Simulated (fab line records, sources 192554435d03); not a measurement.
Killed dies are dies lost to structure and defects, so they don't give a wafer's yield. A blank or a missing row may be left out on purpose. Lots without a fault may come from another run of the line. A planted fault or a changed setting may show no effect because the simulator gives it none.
Chamber matching | flow n5_finfet | N5_BEOL_M0_SAQP_DESCUM_45 on rie_diel-03: 4 sister chambers
The step chemistry O2, time 7 s. 22 wafers are shown with their chamber, then 11 later ones without.

WAFERS WITH THEIR CHAMBER
wafer  | chamber | drypump_motor_current_A (A) | showerhead_plenum_p_Torr (Torr) | throttle_valve_pct (%)
L079.1 | 2       | 5.0                         | 2.12                            | 20.30
L079.2 | 1       | 6.3                         | 2.15                            | 20.76
L079.3 | 0       | 6.1                         | 2.05                            | 20.07
L079.4 | 3       | 5.7                         | 2.07                            | 20.53
L079.5 | 3       | 5.7                         | 2.07                            | 20.54
L079.6 | 2       | 5.0                         | 2.12                            | 20.29
L080.3 | 3       | 5.7                         | 2.07                            | 20.52
L080.4 | 0       | 6.0                         | 2.04                            | 20.08
L080.6 | 1       | 6.3                         | 2.15                            | 20.78
L081.3 | 1       | 6.3                         | 2.15                            | 20.77
L081.4 | 0       | 6.0                         | 2.04                            | 20.07
L081.5 | 3       | 5.7                         | 2.07                            | 20.55
L083.2 | 3       | 5.7                         | 2.07                            | 20.58
L083.5 | 1       | 6.3                         | 2.15                            | 20.76
L083.6 | 3       | 5.7                         | 2.07                            | 20.55
L084.1 | 3       | 5.7                         | 2.07                            | 20.56
L084.3 | 0       | 6.0                         | 2.04                            | 20.08
L084.5 | 1       | 6.3                         | 2.15                            | 20.79
L085.1 | 1       | 6.3                         | 2.15                            | 20.75
L085.3 | 2       | 5.0                         | 2.12                            | 19.94
L085.4 | 3       | 5.7                         | 2.07                            | 20.56
L086.2 | 1       | 6.3                         | 2.15                            | 20.79

SIGNATURES (means of the wafers above)
reading                  | chamber 0 | chamber 1 | chamber 2 | chamber 3 | scatter within a chamber
drypump_motor_current_A  | 6.025     | 6.300     | 5.000     | 5.700     | 0.0204
showerhead_plenum_p_Torr | 2.0425    | 2.1500    | 2.1200    | 2.0700    | 0.00204
throttle_valve_pct       | 20.0750   | 20.7714   | 20.1767   | 20.5487   | 0.07
Rule: a wafer's distance from a chamber is the root of the sum, over the readings, of the square of ((its reading less the chamber's mean) divided by the reading's scatter). The wafer belongs to the nearest chamber; if the next one is less than 2 further off, it can't be placed. The scatter: the root of (the sum of the squares of (reading less its chamber's mean) over the shown wafers, divided by (wafers less chambers)).

WAFERS WITHOUT THEIR CHAMBER
wafer  | drypump_motor_current_A (A) | showerhead_plenum_p_Torr (Torr) | throttle_valve_pct (%)
L086.4 | 6.0                         | 2.04                            | 20.09
L086.5 | 5.0                         | 2.12                            | 19.94
L089.1 | 5.0                         | 2.12                            | 19.96
L089.4 | 5.7                         | 2.06                            | 20.56
L089.6 | 5.0                         | 2.12                            | 19.98
L091.2 | 6.0                         | 2.04                            | 20.10
L091.5 | 5.0                         | 2.12                            | 19.97
L091.6 | 6.0                         | 2.04                            | 20.12
L096.3 | 5.7                         | 2.06                            | 20.59
L096.4 | 5.0                         | 2.11                            | 19.97
L096.6 | 5.7                         | 2.06                            | 20.61

WHICH CHAMBER EACH WENT THROUGH
wafer  | from the rows above | in truth
L086.4 | 0                   | 0
L086.5 | 2                   | 2
L089.1 | 2                   | 2
L089.4 | 3                   | 3
L089.6 | 2                   | 2
L091.2 | 0                   | 0
L091.5 | 2                   | 2
L091.6 | 0                   | 0
L096.3 | 3                   | 3
L096.4 | 2                   | 2
L096.6 | 3                   | 3
Placed correctly: 11 of 11. Can't be placed from these rows: 0. Placed wrongly: 0.
